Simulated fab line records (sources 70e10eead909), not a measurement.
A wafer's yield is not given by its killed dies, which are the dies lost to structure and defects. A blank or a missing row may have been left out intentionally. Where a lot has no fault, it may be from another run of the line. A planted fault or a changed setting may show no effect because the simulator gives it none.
A single fault, viewed from 3 desks + flow nand-harc + every desk sees just its own numbers, and what lay behind them comes last

== AT THE METROLOGY DESK ==
What the gauges read for every lot (on any tool): the sampled wafers with a number, averaged. Marked OUT: a lot whose mean sits more than 4 standard deviations from the usual mean, which makes it out of limits; the brackets give that distance.
Columns: A = cd-nm at NHARC_A_ZERO_WELL_CD_MEAS_10, usual 2002.3 nm; B = thk-nm at NHARC_A_ONON_D1_THK_MEAS_18, usual 1004 nm
| lot  | first seen here | A      | B              |
|------|-----------------|--------|----------------|
| L969 | day 6 13:08     | 2003.0 | 1007           |
| L971 | day 7 05:26     | 2003.2 | 1010           |
| L972 | day 7 05:52     | 2002.4 | 1021           |
| L973 | day 7 14:50     | 2002.8 | 1004           |
| L974 | day 8 03:17     | 2003.8 | 1005           |
| L975 | day 8 08:25     | 2002.2 | 1007           |
| L976 | day 8 08:44     | 1998.1 | 1003           |
| L977 | day 8 13:12     | 2002.4 | 1004           |
| L979 | day 8 18:29     | 2000.2 | 1011           |
| L978 | day 8 22:14     | 2003.0 | 1004           |
| L981 | day 9 19:35     | 2001.6 | 1324 (+43) OUT |
| L980 | day 9 21:53     | 2001.6 | 1314 (+41) OUT |
| L984 | day 10 12:45    | 2004.0 | 1006           |
| L986 | day 10 18:09    | 2002.0 | 1482 (+64) OUT |
| L991 | day 12 09:11    | 2005.9 | 1011           |
This desk finds L980, L981, L986 out of limits, L981 being first, at day 11 03:41 (thk-nm at NHARC_A_ONON_D1_THK_MEAS_18). Within limits: L969, L971, L972, L973, L974, L975, L976, L977, L979, L978, L984, L991.

== THE TOOL OWNER'S DESK: pecvd-onon-02 ==
The tool's own readings at NHARC_A_ONON_D1_DEP_16 (target thk 1000 nm): means of the sampled wafers that have a number, for each lot that ran on this tool. Marked OUT: a lot whose mean sits more than 4 standard deviations from the usual mean, which makes it out of limits; the brackets give that distance.
Columns: A = sih4-flow-sccm at NHARC_A_ONON_D1_DEP_16, usual 210.0 sccm
| lot  | first seen here | A     |
|------|-----------------|-------|
| L971 | day 8 16:56     | 210.4 |
| L973 | day 9 01:58     | 209.6 |
| L974 | day 9 12:17     | 210.0 |
| L976 | day 9 22:20     | 209.8 |
| L978 | day 10 08:35    | 209.4 |
| L981 | day 11 03:14    | 210.0 |
| L980 | day 11 03:35    | 209.8 |
| L986 | day 12 03:57    | 209.8 |
Finding of this desk: none of the 8 lots has anything out of limits.

== THE DEFECT DESK ==
Per lot, the means of the sampled wafers with a number show what the inspections along the route counted. Marked OUT: a lot whose mean sits more than 4 standard deviations from the usual mean, which makes it out of limits; the brackets give that distance.
Columns: A = raw-defect-count at NHARC_P_BONDPAD_INSPECT_23, usual 329
| lot  | first seen here | A   |
|------|-----------------|-----|
| L969 | day 6 11:49     | 175 |
| L971 | day 7 04:07     | 182 |
| L972 | day 7 04:34     | 412 |
| L973 | day 7 13:39     | 328 |
| L974 | day 8 01:58     | 383 |
| L975 | day 8 07:05     | 400 |
| L976 | day 8 07:26     | 302 |
| L977 | day 8 11:53     | 333 |
| L979 | day 8 17:08     | 416 |
| L978 | day 8 20:55     | 291 |
| L981 | day 9 18:16     | 362 |
| L980 | day 9 20:42     | 297 |
| L984 | day 10 11:26    | 358 |
| L986 | day 10 16:58    | 589 |
| L991 | day 12 07:52    | 287 |
Finding of this desk: none of the 15 lots has anything out of limits.

== TAKEN TOGETHER ==
On L980, L981, L986, the metrology desk was in a position to raise an alarm at day 11 03:41.
Nothing out of limits was seen by the tool owner's desk.
No out-of-limits result turned up at the defect desk.
On record at the tool owner's desk: L980, L981, L986, within its limits.
The defect desk has L980, L981, L986 on record, within its limits.
Every lot named ran NHARC_A_ONON_D1_DEP_16 on pecvd-onon-02.

== WHAT THE SIMULATOR HAD INSERTED ==
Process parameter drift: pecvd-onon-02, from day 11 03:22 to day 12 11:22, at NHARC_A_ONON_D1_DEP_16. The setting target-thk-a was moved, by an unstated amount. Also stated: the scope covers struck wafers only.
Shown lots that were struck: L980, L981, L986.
Time in hours between the start of the fault and the first out-of-limits reading at each desk: metrology desk, 0.
